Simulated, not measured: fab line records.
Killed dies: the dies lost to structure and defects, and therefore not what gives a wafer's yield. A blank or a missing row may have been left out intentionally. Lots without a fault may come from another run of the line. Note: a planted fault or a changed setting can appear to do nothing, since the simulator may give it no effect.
Which tool is to blame? -- flow n5_finfet -- Sampling: 8 lots, 24 wafers, 7 of 1938 route steps

## WHAT EACH GAUGE READ, for each wafer
N5_BEOL_M1_THK_MEAS_53: measures by xrf. Usual: M1_THK typically reads 40.3 nm, with standard deviation 1.7.
lot,measured,on,M1_THK (nm),flag
L779,day 7 06:13,film_metro-01,40.8 42.9 41.8,
L780,day 7 06:41,film_metro-02,30.8 33.3 31.5,OFF
L781,day 7 13:50,film_metro-01,31.6 31.4 33.3,OFF
L782,day 8 00:12,film_metro-02,30.6 34.2 33.9,OFF
L793,day 10 22:39,film_metro-02,40.0 40.7 41.2,
L794,day 11 09:32,film_metro-01,41.4 42.3 41.8,
L796,day 11 14:53,film_metro-02,39.6 39.6 41.2,
L798,day 12 08:02,film_metro-01,38.2 38.8 38.8,

N5_BEOL_M1_RS_MEAS_58: a four-point-probe measurement. Usual: M1_RS typically reads 0.67 ohm/sq, with standard deviation 0.038.
lot,measured,on,M1_RS (ohm/sq),flag
L779,day 7 06:32,film_metro-01,0.66 0.62 0.64,
L780,day 7 07:00,film_metro-01,0.97 0.87 0.93,OFF
L781,day 7 14:07,film_metro-01,0.92 0.93 0.86,OFF
L782,day 8 00:28,film_metro-02,0.96 0.84 0.84,OFF
L793,day 10 22:56,film_metro-02,0.68 0.66 0.65,
L794,day 11 09:49,film_metro-02,0.65 0.63 0.64,
L796,day 11 15:09,film_metro-02,0.69 0.68 0.65,
L798,day 12 08:18,film_metro-01,0.72 0.70 0.70,

N5_BEOL_M4_RC_MEAS_101. Usual: DIBL_N 36.2 mV/V, standard deviation 1.6; DIBL_P 36.5 mV/V, standard deviation 1.9; IOFF_N 0.158 nA/um, standard deviation 0.027; IOFF_P 0.21 nA/um, standard deviation 0.038; ION_N 675 uA/um, standard deviation 12; ION_P 464 uA/um, standard deviation 8.9; SS_N 71.5 mV/dec, standard deviation 0.61; SS_P 73.4 mV/dec, standard deviation 0.59; VT_N 250.4 mV, standard deviation 3; VT_P -250 mV, standard deviation 3.6.
lot,measured,on,DIBL_N (mV/V),DIBL_P (mV/V),IOFF_N (nA/um),IOFF_P (nA/um),ION_N (uA/um),ION_P (uA/um),SS_N (mV/dec),SS_P (mV/dec),VT_N (mV),VT_P (mV),flag
L779,day 8 17:38,prober-01,36.9 38.4 36.7,36.6 37.3 35.5,0.154 0.171 0.148,0.22 0.22 0.20,666 669 670,461 461 458,72.4 71.9 71.7,73.5 74.1 72.9,254.4 251.4 253.9,-251 -252 -252,
L793,day 12 15:55,prober-01,36.6 37.2 35.2,37.1 37.6 36.7,0.172 0.176 0.142,0.21 0.22 0.20,666 669 673,463 458 462,72.4 72.7 71.5,72.5 74.3 73.6,249.4 250.6 252.4,-252 -252 -253,
L794,day 12 17:14,prober-01,35.9 37.0 38.6,35.2 37.2 40.1,0.144 0.162 0.212,0.20 0.23 0.30,699 691 705,475 467 488,71.7 71.6 72.1,73.5 74.1 74.0,248.9 248.4 245.7,-250 -251 -242,
L796,day 13 19:52,prober-02,38.4 37.6 37.1,36.8 36.5 35.7,0.179 0.163 0.161,0.26 0.25 0.22,673 666 658,468 467 457,72.1 72.0 72.8,73.3 74.1 73.2,249.6 249.4 253.0,-247 -247 -247,
L798,day 14 08:34,prober-02,35.0 34.2 32.9,34.8 34.5 33.3,0.149 0.141 0.116,0.22 0.22 0.19,664 686 666,463 482 469,71.1 70.4 71.3,72.8 73.0 73.1,250.4 249.9 252.7,-248 -248 -251,

## WHAT TOOL EACH LOT RAN ON (gives the tool, then ch and the chambers of the sampled wafers, and finally the start)
lot,N5_BEOL_M1_ETCHBACK_99,N5_BEOL_M1_ETCH_41,N5_BEOL_M1_STRIP_97,N5_BEOL_M1_SURFACE_TREAT_85
L779,"rie_diel-03 ch 0,2,3, day 7 01:07","rie_diel-03 ch 0,2,3, day 7 01:23","rie_diel-03 ch 0,2,3, day 7 02:39 or earlier","pvd_sputter-01, day 7 02:39"
L780,"rie_diel-03 ch 0,1, day 7 02:48","rie_diel-03 ch 0,1, day 7 03:04","rie_diel-03 ch 0,1, day 7 03:47 or earlier","pvd_sputter-03, day 7 03:47"
L781,"rie_diel-03 ch 0,3, day 7 09:51","rie_diel-03 ch 0,3, day 7 10:07","rie_diel-03 ch 0,3, day 7 10:56 or earlier","pvd_sputter-03, day 7 10:56"
L782,"rie_diel-03 ch 1,2,3, day 7 20:08","rie_diel-03 ch 1,2,3, day 7 20:25","rie_diel-03 ch 1,2,3, day 7 21:12 or earlier","pvd_sputter-03, day 7 21:12"
L793,"rie_diel-03 ch 0,1,3, day 10 18:02","rie_diel-03 ch 0,1,3, day 10 18:17","rie_diel-03 ch 0,1,3, day 10 19:43 or earlier","pvd_sputter-03, day 10 19:43"
L794,"rie_diel-01 ch 1,2,3, day 11 05:14","rie_diel-01 ch 1,2,3, day 11 05:31","rie_diel-01 ch 1,2,3, day 11 06:29 or earlier","pvd_sputter-03, day 11 06:29"
L796,"rie_diel-01 ch 2,3, day 11 09:35","rie_diel-01 ch 2,3, day 11 09:50","rie_diel-01 ch 2,3, day 11 11:12 or earlier","pvd_sputter-02, day 11 11:12"
L798,"rie_diel-06 ch 1,3, day 12 02:47","rie_diel-06 ch 1,3, day 12 03:02","rie_diel-06 ch 1,3, day 12 04:08 or earlier","pvd_sputter-02, day 12 04:08"
- N5_BEOL_M1_ETCHBACK_99: etches SiO2 in CHF3, target depth 5 nm, time 10.4 s.
- N5_BEOL_M1_ETCH_41: etches SiCN in CH3F/O2, target depth 31.9 nm, time 57.8 s.
- N5_BEOL_M1_STRIP_97: strips in N2/H2, time 10 s.
- N5_BEOL_M1_SURFACE_TREAT_85

## AS READ BY THE TOOLS THEMSELVES (means over the sampled wafers that have a number; for cases with no such wafer, the mark the record gives instead)
N5_BEOL_M1_ETCHBACK_99. Usual: drypump_motor_current_A 5.7 A, standard deviation 0.57; oes_product_au 0.76 a.u., standard deviation 0.083; rf_vpp_V 239 V, standard deviation 5.4; showerhead_plenum_p_Torr 2.16 Torr, standard deviation 0.061; throttle_valve_pct 17.09 %, standard deviation 0.22.
lot,tool,drypump_motor_current_A (A),oes_product_au (a.u.),rf_vpp_V (V),showerhead_plenum_p_Torr (Torr),throttle_valve_pct (%),flag
L779,rie_diel-03,6.2,0.70,242,2.18,17.17,
L780,rie_diel-03,6.2,0.76,245,2.20,16.89,
L781,rie_diel-03,5.8,0.70,241,2.21,17.15,
L782,rie_diel-03,5.9,0.78,239,2.18,17.11,
L793,rie_diel-03,5.9,0.84,241,2.19,16.89,
L794,rie_diel-01,5.6,0.73,237,2.15,17.14,
L796,rie_diel-01,6.0,0.76,235,2.14,17.19,
L798,rie_diel-06,5.5,0.74,246,2.20,17.06,

N5_BEOL_M1_ETCH_41. Usual: CH3F_flow_sccm 29.99 sccm, standard deviation 0.092; O2_flow_sccm 20.00 sccm, standard deviation 0.058; drypump_motor_current_A 5.7 A, standard deviation 0.56; oes_product_au 0.76 a.u., standard deviation 0.082; rf_vpp_V 297.4 V, standard deviation 1.4; showerhead_plenum_p_Torr 2.01 Torr, standard deviation 0.057; throttle_valve_pct 16.35 %, standard deviation 0.23.
lot,tool,CH3F_flow_sccm (sccm),O2_flow_sccm (sccm),drypump_motor_current_A (A),oes_product_au (a.u.),rf_vpp_V (V),showerhead_plenum_p_Torr (Torr),throttle_valve_pct (%),flag
L779,rie_diel-03,29.95,20.02,6.2,0.69,297.4,2.03,16.46,
L780,rie_diel-03,-,-,-,-,-,-,-,OFF
L781,rie_diel-03,-,-,-,-,-,-,-,OFF
L782,rie_diel-03,-,-,-,-,-,-,-,OFF
L793,rie_diel-03,29.97,19.98,5.9,0.84,297.8,2.04,16.16,
L794,rie_diel-01,30.07,20.01,5.6,0.73,297.0,1.99,16.40,
L796,rie_diel-01,30.05,20.05,6.0,0.76,296.3,1.99,16.43,
L798,rie_diel-06,30.01,20.02,5.5,0.76,298.2,2.05,16.33,

N5_BEOL_M1_STRIP_97. Usual: drypump_motor_current_A 5.7 A, standard deviation 0.57; oes_product_au 0.76 a.u., standard deviation 0.083; rf_vpp_V 59.2 V, standard deviation 0.79; showerhead_plenum_p_Torr 2.55 Torr, standard deviation 0.076; throttle_valve_pct 23.63 %, standard deviation 0.21.
lot,tool,drypump_motor_current_A (A),oes_product_au (a.u.),rf_vpp_V (V),showerhead_plenum_p_Torr (Torr),throttle_valve_pct (%),flag
L779,rie_diel-03,6.2,0.68,59.1,2.58,23.67,
L780,rie_diel-03,6.2,0.76,59.1,2.61,23.71,
L781,rie_diel-03,5.8,0.70,59.7,2.63,23.76,
L782,rie_diel-03,5.9,0.77,59.4,2.58,23.58,
L793,rie_diel-03,5.9,0.84,59.1,2.61,23.65,
L794,rie_diel-01,5.6,0.73,58.3,2.53,23.74,
L796,rie_diel-01,6.0,0.76,59.7,2.50,23.78,
L798,rie_diel-06,5.5,0.75,59.7,2.59,23.37,

## THE ANSWER, worked out from the rows above alone
Rule: a lot is off if the mean of its wafers that have a number lies more than 3 standard deviations from the usual mean. A lot without any number at a reading at which 4 lots or more have one is off too. The other lots that the step has rows for count as sound. After the gauges, taken in route order, come the tools' own readings; for these a lot's mean is taken, as printed above. At the first step where some lot is off, the reading lying furthest off is the one used; lots without a number count as furthest.
Off: at N5_BEOL_M1_THK_MEAS_53 (M1_THK), L780, L781, L782.
A tool fits if, at a process step before that reading, it ran every lot that is off, and no sound lot after the first of them. The gauges at N5_BEOL_M1_THK_MEAS_53 aren't tried: what is off there is off at N5_BEOL_M1_ETCH_41 too, on other tools, and a gauge's error can't cause that. Because N5_BEOL_M1_STRIP_97 lacks a start for some lots, the hours and order of its lots are taken from N5_BEOL_M1_SURFACE_TREAT_85. Of those tried, none fits.

## WHAT WAS PUT IN BY THE SIMULATOR
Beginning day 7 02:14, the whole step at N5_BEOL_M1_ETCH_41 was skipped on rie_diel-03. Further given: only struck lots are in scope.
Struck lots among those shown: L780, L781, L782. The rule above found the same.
